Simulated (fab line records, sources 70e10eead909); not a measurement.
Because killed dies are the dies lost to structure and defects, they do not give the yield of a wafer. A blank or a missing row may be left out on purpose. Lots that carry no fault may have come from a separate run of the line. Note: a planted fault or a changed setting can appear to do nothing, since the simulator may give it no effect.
Which tool is to blame? ; flow nand harc ; 36 wafers from 12 lots sampled at 5 of the route's 1159 steps

== WHAT EACH GAUGE READ, for each wafer ==
NHARC_A_BONDPAD_THK_MEAS_30: measures by ellipsometry. Usual: thk nm 200.0 nm, standard deviation 1.5.
lot;measured;on;thk nm (nm);flag
L212;day 18 00:55;film metro-02;200.1 201.8 197.9;
L216;day 18 09:35;film metro-02;199.3 200.1 200.5;
L215;day 18 21:18;film metro-02;200.5 200.4 203.3;
L217;day 19 02:07;film metro-01;200.8 202.5 199.9;
L221;day 20 08:01;film metro-02;201.5 200.7 199.3;
L220;day 20 08:28;film metro-01;198.7 201.0 199.1;
L224;day 20 13:19;film metro-01;199.8 201.4 200.7;
L226;day 21 02:52;film metro-01;199.3 200.4 201.8;
L227;day 22 01:04;film metro-02;201.2 199.9 197.6;
L230;day 22 11:44;film metro-01;201.2 199.6 200.1;
L232;day 24 04:12;film metro-01;197.4 201.0 199.5;
L233;day 24 11:50;film metro-01;199.4 202.5 200.4;

NHARC_END_SORT_01. Usual: defect limited yield 95.3 %, standard deviation 1.7; killed at array 28, standard deviation 11; killed at other 0.7, standard deviation 1.1; killed at periphery 2.9, standard deviation 2; killed dies 32, standard deviation 11; killed open 3.2, standard deviation 1.8; killed short 2.0, standard deviation 1.4; sort_bin_2_pct 1.5 %, standard deviation 0.67; sort_bin_3_pct 0.28 %, standard deviation 0.24; sort_bin_4_pct 2.9 %, standard deviation 1.1; sort n pass 645, standard deviation 11; sort rim yield pct 95.7 %, standard deviation 2.6; sort yield pct 95.3 %, standard deviation 1.7.
lot;measured;on;defect limited yield (%);killed at array;killed at other;killed at periphery;killed dies;killed open;killed short;sort_bin_2_pct (%);sort_bin_3_pct (%);sort_bin_4_pct (%);sort n pass;sort rim yield pct (%);sort yield pct (%);flag
L227;day 23 06:01;prober-02;87.9 95.0 94.8;31 29 30;48 2 2;3 3 3;82 34 35;2 3 3;4 2 1;4.3 1.3 1.3;3.10 0.15 0;4.7 3.5 3.8;595 643 642;81.1 92.5 94.3;87.9 95.0 94.8;OFF
L230;day 23 19:53;prober-01;97.6 89.5 96.3;12 17 20;1 54 0;3 0 5;16 71 25;2 1 6;1 5 1;0.7 3.8 1.3;0 3.10 0;1.6 3.5 2.4;661 606 652;99.1 84.0 94.3;97.6 89.5 96.3;OFF

== EACH LOT AND THE TOOL THAT RAN IT (in order: tool; ch and the chambers of the sampled wafers; start) ==
lot;NHARC_A_BONDPAD_PRE_CLEAN_26;NHARC_THIN_TSV_DEP_47;NHARC_THIN_TSV_ETCH_36
L212;pvd sputter-02, day 19 02:10 or earlier;pecvd-01 ch 0,2, day 19 02:10;rie metal-02 ch 0, day 19 06:41
L216;pvd sputter-01, day 19 07:04 or earlier;pecvd-01 ch 0,1,2, day 19 07:04;rie metal-01 ch 0,1, day 19 11:30
L215;pvd sputter-03, day 19 18:32 or earlier;pecvd-01 ch 0,1,2, day 19 18:32;rie metal-02 ch 0,1, day 20 01:08
L217;pvd sputter-01, day 19 19:43 or earlier;pecvd-04 ch 0,1, day 19 19:43;rie metal-02 ch 0,1, day 20 02:31
L221;pvd sputter-02, day 21 01:50 or earlier;pecvd-01 ch 0,1, day 21 01:50;rie metal-01 ch 0,1, day 21 06:28
L220;pvd sputter-01, day 21 03:08 or earlier;pecvd-02 ch 0,2, day 21 03:08;rie metal-03 ch 0,1, day 21 08:02
L224;pvd sputter-02, day 21 10:35 or earlier;pecvd-01 ch 0,1, day 21 10:35;rie metal-03 ch 0,1, day 21 15:33
L226;pvd sputter-01, day 22 00:09 or earlier;pecvd-04 ch 0,2, day 22 00:09;rie metal-02 ch 0,1, day 22 04:55
L227;pvd sputter-01, day 22 17:50 or earlier;pecvd-04 ch 0,1,2, day 22 17:50;rie metal-01 ch 0,1, day 22 22:19
L230;pvd sputter-03, day 23 06:31 or earlier;pecvd-04 ch 1,2, day 23 06:31;rie metal-03 ch 1, day 23 11:13
L232;pvd sputter-01, day 24 21:44 or earlier;pecvd-02 ch 0,1,2, day 24 21:44;rie metal-01 ch 0,1, day 25 02:20
L233;pvd sputter-01, day 25 05:34 or earlier;pecvd-01 ch 0,1,2, day 25 05:34;rie metal-02 ch 0,1, day 25 10:07
- NHARC_A_BONDPAD_PRE_CLEAN_26: time 30 s.
- NHARC_THIN_TSV_DEP_47: deposits SiO2, target thk 200 nm.
- NHARC_THIN_TSV_ETCH_36: etches the open film in Cl2/BCl3, target depth 65 nm, time 18.571 s.

== WHAT THE TOOLS THEMSELVES READ (means of the sampled wafers that have a number; where no wafer has one, the mark that the record gives instead) ==
NHARC_A_BONDPAD_PRE_CLEAN_26. Usual: heater power w 426 W, standard deviation 45.
lot;tool;heater power w (W);flag
L212;pvd sputter-02;440;
L216;pvd sputter-01;421;
L215;pvd sputter-03;437;
L217;pvd sputter-01;432;
L221;pvd sputter-02;445;
L220;pvd sputter-01;446;
L224;pvd sputter-02;469;
L226;pvd sputter-01;412;
L227;pvd sputter-01;421;
L230;pvd sputter-03;442;
L232;pvd sputter-01;450;
L233;pvd sputter-01;421;

NHARC_THIN_TSV_DEP_47. Usual: flow sccm 2649 sccm, standard deviation 7.3; mfc precursor sccm 161.4 sccm, standard deviation 0.42; throttle valve pct 16.0 %, standard deviation 0.61.
lot;tool;flow sccm (sccm);mfc precursor sccm (sccm);throttle valve pct (%);flag
L212;pecvd-01;2654;161.6;15.7;
L216;pecvd-01;2650;161.1;15.8;
L215;pecvd-01;2653;161.5;15.8;
L217;pecvd-04;2645;161.3;16.6;
L221;pecvd-01;2654;161.4;15.8;
L220;pecvd-02;2652;161.2;15.9;
L224;pecvd-01;2652;161.5;15.5;
L226;pecvd-04;2642;161.8;16.3;
L227;pecvd-04;2646;162.0;16.4;
L230;pecvd-04;2656;161.6;16.6;
L232;pecvd-02;2646;161.4;15.7;
L233;pecvd-01;2652;161.3;16.1;

NHARC_THIN_TSV_ETCH_36. Usual: drypump motor current A 6.1 A, standard deviation 0.31; he backside leak sccm 3.5 sccm, standard deviation 0.39; oes product au 0.997 a.u., standard deviation 0.01.
lot;tool;drypump motor current A (A);he backside leak sccm (sccm);oes product au (a.u.);flag
L212;rie metal-02;5.8;3.6;0.996;
L216;rie metal-01;6.5;3.4;0.992;
L215;rie metal-02;6.2;3.4;1.007;
L217;rie metal-02;6.2;3.5;1.004;
L221;rie metal-01;6.5;3.6;0.998;
L220;rie metal-03;5.8;3.8;0.991;
L224;rie metal-03;5.8;3.7;0.989;
L226;rie metal-02;6.0;3.6;1.003;
L227;rie metal-01;6.5;3.3;1.003;
L230;rie metal-03;5.9;3.7;0.990;
L232;rie metal-01;6.5;3.5;1.005;
L233;rie metal-02;6.0;3.4;0.999;

== THE ANSWER, worked out from the rows above alone ==
Rule: a lot is off if the mean of its wafers that have a number lies more than 3 standard deviations from the usual mean. Also off: a lot with no number at a reading for which 4 or more lots have one. The other lots that the step has rows for count as sound. After the gauges, taken in route order, come the tools' own readings; for these a lot's mean is taken, as printed above. At the first step where some lot is off, the reading lying furthest off is the one used; lots without a number count as furthest.
Off at NHARC_END_SORT_01 (killed at other): L227, L230. Neither off nor sound, because the step has no rows for them: L212, L216, L215, L217, L221, L220, L224, L226, L232, L233.
If a tool, at a process step before that reading, ran all the lots that are off and no sound lot after the first of them, it fits. The gauges at NHARC_END_SORT_01 are tried like those tools. Because NHARC_A_BONDPAD_PRE_CLEAN_26 lacks a start for some lots, the hours and order of its lots are taken from NHARC_THIN_TSV_DEP_47. One fits: NHARC_THIN_TSV_DEP_47 on pecvd-04. It ran no sound lot before its first lot that is off in this sample, so the start can't be narrowed down.

== WHAT HAD BEEN PUT IN BY THE SIMULATOR ==
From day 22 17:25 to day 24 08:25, pecvd-04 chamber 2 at NHARC_THIN_TSV_DEP_47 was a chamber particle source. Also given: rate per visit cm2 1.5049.
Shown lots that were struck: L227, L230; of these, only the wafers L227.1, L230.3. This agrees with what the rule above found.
